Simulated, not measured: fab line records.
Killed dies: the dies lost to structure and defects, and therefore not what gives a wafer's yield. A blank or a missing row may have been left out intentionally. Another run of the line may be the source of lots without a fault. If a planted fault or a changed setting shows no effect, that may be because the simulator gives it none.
Matching of chambers || flow n5_finfet || N5_BEOL_M9_DESCUM_16 on rie_diel-04 has 4 sister chambers
The step chemistry O2, time 7.9 s. 27 wafers are shown with their chamber, then 12 later ones without.

## WAFERS PAIRED WITH THEIR CHAMBERS
{"wafer": "L076.1", "chamber": 3, "drypump_motor_current_A (A)": 5.2, "throttle_valve_pct (%)": 20.55, "oes_product_au (a.u.)": 0.84}
{"wafer": "L076.4", "chamber": 2, "drypump_motor_current_A (A)": 5.7, "throttle_valve_pct (%)": 20.98, "oes_product_au (a.u.)": 0.68}
{"wafer": "L076.6", "chamber": 2, "drypump_motor_current_A (A)": 5.7, "throttle_valve_pct (%)": 20.99, "oes_product_au (a.u.)": 0.68}
{"wafer": "L077.3", "chamber": 3, "drypump_motor_current_A (A)": 5.2, "throttle_valve_pct (%)": 20.57, "oes_product_au (a.u.)": 0.83}
{"wafer": "L077.4", "chamber": 2, "drypump_motor_current_A (A)": 5.7, "throttle_valve_pct (%)": 20.99, "oes_product_au (a.u.)": 0.68}
{"wafer": "L077.6", "chamber": 0, "drypump_motor_current_A (A)": 5.9, "throttle_valve_pct (%)": 20.78, "oes_product_au (a.u.)": 0.71}
{"wafer": "L079.1", "chamber": 3, "drypump_motor_current_A (A)": 5.1, "throttle_valve_pct (%)": 20.57, "oes_product_au (a.u.)": 0.82}
{"wafer": "L079.4", "chamber": 0, "drypump_motor_current_A (A)": 6.0, "throttle_valve_pct (%)": 20.78, "oes_product_au (a.u.)": 0.70}
{"wafer": "L079.6", "chamber": 3, "drypump_motor_current_A (A)": 5.2, "throttle_valve_pct (%)": 20.57, "oes_product_au (a.u.)": 0.82}
{"wafer": "L082.2", "chamber": 3, "drypump_motor_current_A (A)": 5.2, "throttle_valve_pct (%)": 20.59, "oes_product_au (a.u.)": 0.82}
{"wafer": "L082.4", "chamber": 1, "drypump_motor_current_A (A)": 5.2, "throttle_valve_pct (%)": 20.42, "oes_product_au (a.u.)": 0.69}
{"wafer": "L082.5", "chamber": 0, "drypump_motor_current_A (A)": 5.9, "throttle_valve_pct (%)": 20.80, "oes_product_au (a.u.)": 0.70}
{"wafer": "L085.1", "chamber": 1, "drypump_motor_current_A (A)": 5.2, "throttle_valve_pct (%)": 20.43, "oes_product_au (a.u.)": 0.68}
{"wafer": "L085.2", "chamber": 2, "drypump_motor_current_A (A)": 5.7, "throttle_valve_pct (%)": 20.71, "oes_product_au (a.u.)": 0.96}
{"wafer": "L085.3", "chamber": 0, "drypump_motor_current_A (A)": 5.9, "throttle_valve_pct (%)": 20.82, "oes_product_au (a.u.)": 0.70}
{"wafer": "L087.1", "chamber": 1, "drypump_motor_current_A (A)": 5.3, "throttle_valve_pct (%)": 20.41, "oes_product_au (a.u.)": 0.68}
{"wafer": "L087.3", "chamber": 0, "drypump_motor_current_A (A)": 5.9, "throttle_valve_pct (%)": 20.82, "oes_product_au (a.u.)": 0.70}
{"wafer": "L087.5", "chamber": 0, "drypump_motor_current_A (A)": 5.9, "throttle_valve_pct (%)": 20.81, "oes_product_au (a.u.)": 0.69}
{"wafer": "L090.1", "chamber": 2, "drypump_motor_current_A (A)": 5.7, "throttle_valve_pct (%)": 20.72, "oes_product_au (a.u.)": 0.93}
{"wafer": "L090.3", "chamber": 3, "drypump_motor_current_A (A)": 5.2, "throttle_valve_pct (%)": 20.59, "oes_product_au (a.u.)": 0.81}
{"wafer": "L090.6", "chamber": 3, "drypump_motor_current_A (A)": 5.1, "throttle_valve_pct (%)": 20.60, "oes_product_au (a.u.)": 0.81}
{"wafer": "L089.1", "chamber": 1, "drypump_motor_current_A (A)": 5.2, "throttle_valve_pct (%)": 20.43, "oes_product_au (a.u.)": 0.69}
{"wafer": "L089.5", "chamber": 0, "drypump_motor_current_A (A)": 5.9, "throttle_valve_pct (%)": 20.83, "oes_product_au (a.u.)": 0.69}
{"wafer": "L089.6", "chamber": 3, "drypump_motor_current_A (A)": 5.1, "throttle_valve_pct (%)": 20.59, "oes_product_au (a.u.)": 0.81}
{"wafer": "L093.1", "chamber": 2, "drypump_motor_current_A (A)": 5.7, "throttle_valve_pct (%)": 20.75, "oes_product_au (a.u.)": 0.93}
{"wafer": "L093.3", "chamber": 0, "drypump_motor_current_A (A)": 5.9, "throttle_valve_pct (%)": 20.82, "oes_product_au (a.u.)": 0.69}
{"wafer": "L093.4", "chamber": 1, "drypump_motor_current_A (A)": 5.2, "throttle_valve_pct (%)": 20.45, "oes_product_au (a.u.)": 0.68}

SIGNATURES (means of the wafers above)
{"reading": "drypump_motor_current_A", "chamber 0": 5.913, "chamber 1": 5.220, "chamber 2": 5.700, "chamber 3": 5.162, "scatter within a chamber": 0.0393}
{"reading": "throttle_valve_pct", "chamber 0": 20.8075, "chamber 1": 20.4280, "chamber 2": 20.8567, "chamber 3": 20.5787, "scatter within a chamber": 0.0684}
{"reading": "oes_product_au", "chamber 0": 0.6975, "chamber 1": 0.6840, "chamber 2": 0.8100, "chamber 3": 0.8200, "scatter within a chamber": 0.067}
Rule: distance of a wafer from a chamber = root of the sum over the readings of ((wafer's reading minus chamber's mean) / reading's scatter) squared. If the next closest chamber is less than 2 further off than the closest, the wafer can't be placed; otherwise it belongs to the closest. How the scatter is found: for the shown wafers, subtract from each reading the mean of its chamber, square and add these, divide the total by (wafers less chambers), then take the root.

## WAFERS MISSING THEIR CHAMBER
{"wafer": "L091.1", "drypump_motor_current_A (A)": 5.2, "throttle_valve_pct (%)": 20.61, "oes_product_au (a.u.)": 0.80}
{"wafer": "L091.2", "drypump_motor_current_A (A)": 5.9, "throttle_valve_pct (%)": 20.85, "oes_product_au (a.u.)": 0.68}
{"wafer": "L091.4", "drypump_motor_current_A (A)": 5.2, "throttle_valve_pct (%)": 20.60, "oes_product_au (a.u.)": 0.79}
{"wafer": "L096.3", "drypump_motor_current_A (A)": 5.2, "throttle_valve_pct (%)": 20.61, "oes_product_au (a.u.)": 0.79}
{"wafer": "L096.5", "drypump_motor_current_A (A)": 5.7, "throttle_valve_pct (%)": 20.74, "oes_product_au (a.u.)": 0.92}
{"wafer": "L096.6", "drypump_motor_current_A (A)": 5.2, "throttle_valve_pct (%)": 20.62, "oes_product_au (a.u.)": 0.80}
{"wafer": "L095.1", "drypump_motor_current_A (A)": 5.9, "throttle_valve_pct (%)": 20.87, "oes_product_au (a.u.)": 0.69}
{"wafer": "L095.2", "drypump_motor_current_A (A)": 5.2, "throttle_valve_pct (%)": 20.62, "oes_product_au (a.u.)": 0.80}
{"wafer": "L095.3", "drypump_motor_current_A (A)": 5.7, "throttle_valve_pct (%)": 20.75, "oes_product_au (a.u.)": 0.91}
{"wafer": "L095.4", "drypump_motor_current_A (A)": 5.9, "throttle_valve_pct (%)": 20.86, "oes_product_au (a.u.)": 0.69}
{"wafer": "L095.5", "drypump_motor_current_A (A)": 5.7, "throttle_valve_pct (%)": 20.76, "oes_product_au (a.u.)": 0.91}
{"wafer": "L095.6", "drypump_motor_current_A (A)": 5.1, "throttle_valve_pct (%)": 20.62, "oes_product_au (a.u.)": 0.80}

## THE CHAMBER EACH PASSED THROUGH
{"wafer": "L091.1", "from the rows above": 3, "in truth": 3}
{"wafer": "L091.2", "from the rows above": 0, "in truth": 0}
{"wafer": "L091.4", "from the rows above": "can't be placed: 3 or 1", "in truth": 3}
{"wafer": "L096.3", "from the rows above": "can't be placed: 3 or 1", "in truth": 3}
{"wafer": "L096.5", "from the rows above": 2, "in truth": 2}
{"wafer": "L096.6", "from the rows above": 3, "in truth": 3}
{"wafer": "L095.1", "from the rows above": 0, "in truth": 0}
{"wafer": "L095.2", "from the rows above": 3, "in truth": 3}
{"wafer": "L095.3", "from the rows above": 2, "in truth": 2}
{"wafer": "L095.4", "from the rows above": 0, "in truth": 0}
{"wafer": "L095.5", "from the rows above": 2, "in truth": 2}
{"wafer": "L095.6", "from the rows above": 3, "in truth": 3}
Correctly placed: 10 of 12. Not placeable from these rows: 2 (in 2, the candidates include the true chamber). Placed wrongly: 0.
